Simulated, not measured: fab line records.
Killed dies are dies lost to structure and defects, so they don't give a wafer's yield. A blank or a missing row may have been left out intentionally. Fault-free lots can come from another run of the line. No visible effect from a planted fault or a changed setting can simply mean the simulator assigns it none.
Lot-split experiment -- flow n5Finfet -- 7 lots, 21 wafers read, on a route of 1938 steps

ON THE SPLIT
At N5_FIN_SAQP_COAT_68 (time 60 s, resist thk 100 nm), the setting spinRpm was moved away from the recipe's 1500 rpm on 4 of the 21 wafers read, by -8.4% to +11.2%. All remaining wafers had this setting at the recipe value.

Reading taken at the split's own step.

THE READING
SOC_of_FIN_SAQP_COAT_68.thkNm (the simulator's own value, which no gauge read), in nm, at N5_FIN_SAQP_COAT_68 (time 60 s, resist thk 100 nm). The file gives no usual value for it. Average 100.0 nm, standard deviation 0.24 nm, over the 17 wafers here run with the recipe.

wafer,"tool, chamber at the split","spinRpm as run, rpm",against the recipe,"SOC_of_FIN_SAQP_COAT_68.thkNm, nm",against lot-mates on the recipe
L081.1,"lithoTrack-05, 0",1500,recipe,100.4,-
L081.2,"lithoTrack-05, 0",1500,recipe,100.4,-
L081.3,"lithoTrack-05, 0",1500,recipe,100.2,-
L083.2,"lithoTrack-01, 0",1500,recipe,100.2,-
L083.3,"lithoTrack-01, 0",1500,recipe,100.2,-
L083.4,"lithoTrack-01, 0",1374,-8.4%,105.2,+5.0
L087.1,"lithoTrack-04, 0",1500,recipe,99.6,-
L087.2,"lithoTrack-04, 0",1500,recipe,100,-
L087.4,"lithoTrack-04, 0",1548,+3.2%,98.2,-1.6
L091.1,"lithoTrack-04, 0",1500,recipe,99.8,-
L091.2,"lithoTrack-04, 0",1500,recipe,99.8,-
L091.5,"lithoTrack-04, 0",1500,recipe,99.8,-
L093.2,"lithoTrack-04, 0",1500,recipe,99.6,-
L093.3,"lithoTrack-04, 0",1500,recipe,100,-
L093.4,"lithoTrack-04, 0",1500,recipe,100,-
L094.1,"lithoTrack-04, 0",1500,recipe,99.8,-
L094.4,"lithoTrack-04, 0",1500,recipe,99.8,-
L094.2,"lithoTrack-04, 0",1500,recipe,100,-
L096.1,"lithoTrack-05, 0",1500,recipe,100,-
L096.2,"lithoTrack-05, 0",1668,+11.2%,94.8,-5.2
L096.3,"lithoTrack-05, 0",1668,+11.2%,94.6,-5.4

THE FIT
A straight line over all 21 wafers: SOC_of_FIN_SAQP_COAT_68.thkNm changes by -0.51 nm for each +1% of spinRpm; r = -0.99; the points scatter about the line by 0.33 nm.
The same after taking each lot's own level away (the mean of its wafers on the recipe; 21 wafers): -0.504 nm for each +1%; r = -0.99; scatter 0.23 nm.
The reading moves by 5.6 nm for the largest change in spinRpm, on that fit.
The lots' own levels span 99.80 to 100.33 nm, that is 2.3 times the standard deviation above.
Consequently the slope shifts little with the lot-to-lot level, the two slopes agreeing.
Check: -5.8 nm against its lot-mates is what the line predicts for one of the wafers moved furthest among these (+11.2%) when that wafer is left out of the fit. It came out at -5.2 nm against them.

FURTHER SPLITS ON THESE WAFERS
These wafers also went through other splits before the reading. Each is held against what the fit with the lots' levels taken away leaves over:
other split on the same wafers,wafers away from the commonest value,r with SOC_of_FIN_SAQP_COAT_68.thkNm (lot level and that fit taken away)
N5_WELL_APT_COAT_02 spinRpm,3,-0.09
N5_WELL_APT_EXPOSE_05 doseMj,6,+0.19
N5_FIN_SAQP_ETCH_65 timeS,4,+0.08

THE FILE'S OWN FIT
SOC_of_FIN_SAQP_COAT_68.thkNm changes by -0.516 nm for each +1% of spinRpm, r = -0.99.
